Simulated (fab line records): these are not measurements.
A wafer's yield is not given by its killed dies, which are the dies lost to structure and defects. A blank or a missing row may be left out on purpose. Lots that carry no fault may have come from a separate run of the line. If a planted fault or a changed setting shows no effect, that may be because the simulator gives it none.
The tool behind it: which one? ; flow nand-harc ; Sampling: 24 lots, 72 wafers, 4 of 1159 route steps

== WHAT THE GAUGES SHOWED, per wafer ==
NHARC_A_M0_INSPECT_11.
lot;measured;on;raw-defect-count
L076;day 17 18:08;defect-inspect-02;31 38 28
L077;day 17 18:43;defect-inspect-01;12 17 17
L078;day 17 20:27;defect-inspect-01;32 28 30
L074;day 17 21:20;defect-inspect-02;34 43 42
L079;day 18 13:20;defect-inspect-01;22 18 25
L075;day 18 16:35;defect-inspect-02;30 30 15
L080;day 18 18:56;defect-inspect-02;35 22 31
L081;day 19 17:51;defect-inspect-02;29 30 24
L083;day 19 18:07;defect-inspect-01;11 15 9
L082;day 20 00:13;defect-inspect-02;45 32 36
L084;day 20 17:43;defect-inspect-01;19 16 13
L085;day 20 20:20;defect-inspect-01;30 33 32
L087;day 20 21:28;defect-inspect-01;33 29 35
L086;day 21 07:43;defect-inspect-02;22 30 42
L091;day 21 09:00;defect-inspect-02;25 24 28
L090;day 21 15:25;defect-inspect-02;48 48 45
L088;day 21 15:50;defect-inspect-01;59 43 61
L089;day 21 20:17;defect-inspect-01;30 38 29
L092;day 22 00:25;defect-inspect-01;55 58 67
L093;day 22 02:10;defect-inspect-02;26 34 20
L094;day 22 08:10;defect-inspect-02;41 36 47
L095;day 23 02:22;defect-inspect-02;41 48 46
L096;day 23 06:02;defect-inspect-01;71 33 42
L097;day 23 06:38;defect-inspect-02;13 15 18

== TOOL THAT RAN EACH LOT (tool first, then ch and the chambers of the sampled wafers, then the start) ==
lot;NHARC_A_CONTACT_STRIP_26;NHARC_A_CONTACT_CMP_20;NHARC_A_BLC_ETCH_16
L076;rie-diel-12 ch 0,1,2, day 17 13:07 or earlier;cmp-03 ch 0,1, day 17 13:07;rie-diel-04 ch 0,3, day 17 14:19
L077;rie-diel-02 ch 0,1,3, day 17 13:44 or earlier;cmp-02 ch 1,2,3, day 17 13:44;rie-diel-08 ch 0,1,2, day 17 14:55
L078;rie-diel-12 ch 0,1, day 17 15:23 or earlier;cmp-03 ch 0,1,3, day 17 15:23;rie-diel-04 ch 1,2,3, day 17 16:35
L074;rie-diel-12 ch 1,2,3, day 17 15:53 or earlier;cmp-02 ch 0,2,3, day 17 15:53;rie-diel-04 ch 0,1,3, day 17 17:04
L079;rie-diel-02 ch 1,2,3, day 18 02:21 or earlier;cmp-03 ch 1,2, day 18 02:21;rie-diel-08 ch 2,3, day 18 03:25
L075;rie-diel-12 ch 1,2,3, day 18 11:32 or earlier;cmp-01 ch 1,2,3, day 18 11:32;rie-diel-04 ch 2,3, day 18 12:41
L080;rie-diel-02 ch 0,1, day 18 13:50 or earlier;cmp-03 ch 1,2,3, day 18 13:50;rie-diel-04 ch 0,1, day 18 14:57
L081;rie-diel-12 ch 1,2,3, day 19 10:24 or earlier;cmp-01 ch 0,1,3, day 19 10:24;rie-diel-08 ch 1,2,3, day 19 11:37
L083;rie-diel-12 ch 0,1,2, day 19 11:11 or earlier;cmp-03 ch 0,1, day 19 11:11;rie-diel-04 ch 1,2,3, day 19 12:20
L082;rie-diel-12 ch 1,2, day 19 14:45 or earlier;cmp-01 ch 1,2,3, day 19 14:45;rie-diel-08 ch 0,2,3, day 19 15:49
L084;rie-diel-03 ch 1,2,3, day 20 11:35 or earlier;cmp-01 ch 0,2,3, day 20 11:35;rie-diel-08 ch 0,2,3, day 20 12:46
L085;rie-diel-12 ch 1,2,3, day 20 15:13 or earlier;cmp-01 ch 0,1,2, day 20 15:13;rie-diel-08 ch 0,1, day 20 16:20
L087;rie-diel-12 ch 0,1,2, day 20 15:54 or earlier;cmp-02 ch 1,2, day 20 15:54;rie-diel-08 ch 1,3, day 20 17:23
L086;rie-diel-03 ch 0,2,3, day 21 00:25 or earlier;cmp-03 ch 0,1,3, day 21 00:25;rie-diel-04 ch 0,2,3, day 21 01:35
L091;rie-diel-03 ch 1,2,3, day 21 01:10 or earlier;cmp-02 ch 0,2, day 21 01:10;rie-diel-11 ch 0,1,2, day 21 02:21
L090;rie-diel-12 ch 0,1,2, day 21 07:14 or earlier;cmp-02 ch 0,1,2, day 21 07:14;rie-diel-08 ch 0,2,3, day 21 08:24
L088;rie-diel-02 ch 0,2,3, day 21 08:42 or earlier;cmp-02 ch 0,1,2, day 21 08:42;rie-diel-08 ch 0,1,2, day 21 09:53
L089;rie-diel-02 ch 0,2,3, day 21 13:11 or earlier;cmp-01 ch 1,2,3, day 21 13:11;rie-diel-08 ch 1,2, day 21 14:11
L092;rie-diel-12 ch 0,1,3, day 21 15:48 or earlier;cmp-01 ch 0,2,3, day 21 15:48;rie-diel-04 ch 1,3, day 21 16:49
L093;rie-diel-02 ch 0,1, day 21 19:28 or earlier;cmp-03 ch 0,3, day 21 19:28;rie-diel-08 ch 0,1,3, day 21 20:32
L094;rie-diel-12 ch 0,1,2, day 22 03:02 or earlier;cmp-01 ch 0,2,3, day 22 03:02;rie-diel-08 ch 0,1,3, day 22 04:14
L095;rie-diel-12 ch 0,1, day 22 17:13 or earlier;cmp-03 ch 1,3, day 22 17:13;rie-diel-08 ch 1,2,3, day 22 18:23
L096;rie-diel-12 ch 0,2,3, day 22 18:29 or earlier;cmp-03 ch 1,2, day 22 18:29;rie-diel-08 ch 0,2, day 22 19:40
L097;rie-diel-12 ch 1,2, day 22 19:21 or earlier;cmp-03 ch 0,1, day 22 19:21;rie-diel-08 ch 0,2,3, day 22 20:28
- NHARC_A_CONTACT_STRIP_26: strips in O2.
- NHARC_A_CONTACT_CMP_20: polishes, t overpolish 30 s, target thk 300 nm.
- NHARC_A_BLC_ETCH_16: etches the open film in CF4, target depth 39 nm, time 65 s.

== AS READ BY THE TOOLS THEMSELVES (means over the sampled wafers that have a number; for cases with no such wafer, the mark the record gives instead) ==
NHARC_A_CONTACT_STRIP_26.
lot;tool;drypump-motor-current-A (A);oes-product-au (a.u.);rf-vpp-V (V);showerhead-plenum-p-Torr (Torr);throttle-valve-pct (%)
L076;rie-diel-12;5.8;1.003;58.1;3.48;17.044
L077;rie-diel-02;5.8;1.005;57.0;3.54;17.046
L078;rie-diel-12;5.9;0.984;57.4;3.32;17.029
L074;rie-diel-12;5.8;1.000;57.8;3.59;17.042
L079;rie-diel-02;6.2;1.002;57.3;3.58;17.040
L075;rie-diel-12;5.8;1.009;58.1;3.59;17.039
L080;rie-diel-02;5.4;0.994;57.1;3.52;17.036
L081;rie-diel-12;5.8;1.003;58.4;3.59;17.039
L083;rie-diel-12;5.8;1.007;57.7;3.47;17.037
L082;rie-diel-12;5.6;1.010;57.5;3.50;17.028
L084;rie-diel-03;5.4;1.001;58.0;3.44;17.027
L085;rie-diel-12;5.8;1.005;58.7;3.58;17.031
L087;rie-diel-12;5.8;1.008;58.4;3.47;17.039
L086;rie-diel-03;5.6;1.009;57.6;3.49;17.047
L091;rie-diel-03;5.4;1.013;57.3;3.44;17.037
L090;rie-diel-12;5.8;1.000;57.5;3.47;17.034
L088;rie-diel-02;6.2;1.005;58.2;3.69;17.042
L089;rie-diel-02;6.2;1.003;57.3;3.69;17.034
L092;rie-diel-12;5.8;0.996;57.7;3.43;17.042
L093;rie-diel-02;5.4;1.001;56.9;3.38;17.035
L094;rie-diel-12;5.8;0.994;58.3;3.47;17.037
L095;rie-diel-12;5.6;0.997;57.3;3.34;17.036
L096;rie-diel-12;6.0;0.999;58.3;3.54;17.026
L097;rie-diel-12;5.8;1.002;58.1;3.62;17.043

NHARC_A_CONTACT_CMP_20.
lot;tool;motor-current-A (A);overpolish-run-s (s);time-to-endpoint-s (s)
L076;cmp-03;11.6;30.002;60
L077;cmp-02;12.0;30.002;63
L078;cmp-03;12.3;30.003;62
L074;cmp-02;11.8;30.005;65
L079;cmp-03;12.3;29.998;59
L075;cmp-01;12.1;30.001;58
L080;cmp-03;12.7;29.998;59
L081;cmp-01;11.9;30.001;58
L083;cmp-03;12.0;30.003;57
L082;cmp-01;12.3;29.999;55
L084;cmp-01;12.4;30.003;58
L085;cmp-01;11.7;30.004;62
L087;cmp-02;12.5;30.003;64
L086;cmp-03;12.4;30.012;55
L091;cmp-02;12.0;30.004;61
L090;cmp-02;12.3;29.993;63
L088;cmp-02;11.9;30.010;60
L089;cmp-01;12.3;30.002;57
L092;cmp-01;12.6;30.001;56
L093;cmp-03;12.4;30.004;58
L094;cmp-01;12.1;29.999;57
L095;cmp-03;12.7;30.001;60
L096;cmp-03;12.4;30.002;59
L097;cmp-03;11.8;29.997;59

NHARC_A_BLC_ETCH_16.
lot;tool;drypump-motor-current-A (A);oes-product-au (a.u.);rf-vpp-V (V);showerhead-plenum-p-Torr (Torr);throttle-valve-pct (%)
L076;rie-diel-04;5.75;1.007;150.9;1.78;13.287
L077;rie-diel-08;5.80;1.001;150.9;1.73;13.283
L078;rie-diel-04;5.69;0.994;150.8;1.73;13.282
L074;rie-diel-04;5.75;0.997;150.3;1.73;13.282
L079;rie-diel-08;5.72;0.995;150.6;1.71;13.276
L075;rie-diel-04;5.75;1.004;152.2;1.73;13.288
L080;rie-diel-04;5.66;0.975;150.1;1.72;13.288
L081;rie-diel-08;5.66;0.993;150.7;1.72;13.285
L083;rie-diel-04;5.68;0.987;150.8;1.73;13.280
L082;rie-diel-08;5.86;1.000;150.5;1.72;13.277
L084;rie-diel-08;5.87;0.993;150.6;1.72;13.284
L085;rie-diel-08;5.78;1.004;151.2;1.77;13.285
L087;rie-diel-08;5.48;0.989;151.7;1.74;13.284
L086;rie-diel-04;5.65;1.003;150.8;1.78;13.291
L091;rie-diel-11;6.04;1.001;150.5;1.72;13.287
L090;rie-diel-08;5.87;0.988;150.7;1.72;13.289
L088;rie-diel-08;5.80;0.984;151.1;1.73;13.283
L089;rie-diel-08;5.58;0.982;151.0;1.73;13.287
L092;rie-diel-04;5.80;0.995;149.0;1.68;13.288
L093;rie-diel-08;5.64;0.994;152.0;1.75;13.281
L094;rie-diel-08;5.64;0.988;151.9;1.75;13.285
L095;rie-diel-08;5.65;0.987;150.9;1.72;13.282
L096;rie-diel-08;6.01;0.994;150.9;1.74;13.294
L097;rie-diel-08;5.88;0.995;150.4;1.72;13.290

== THE ANSWER, worked out from the rows above alone ==
Rule: the usual values come from the lots themselves. The widest of any qualifying gaps counts: lots, ordered by their means at a reading, are off when they make up no more than a third of the lots, leave a main group of 4 or more, and stand apart from it by 3 or more times the standard deviation of that group's means. The tables above print the reading to a certain number of digits; a main group whose means all agree to those digits is not used. Also off: a lot with no number at a reading for which 4 or more lots have one. Where the step has rows for the other lots, those lots are counted as sound. After the gauges, taken in route order, come the tools' own readings; for these a lot's mean is taken, as printed above. At the first step where some lot is off, the reading lying furthest off is the one used; lots without a number count as furthest.
Across all readings shown, no lot is off: no conclusion can be drawn from this.

== WHAT THE SIMULATOR HAD INSERTED ==
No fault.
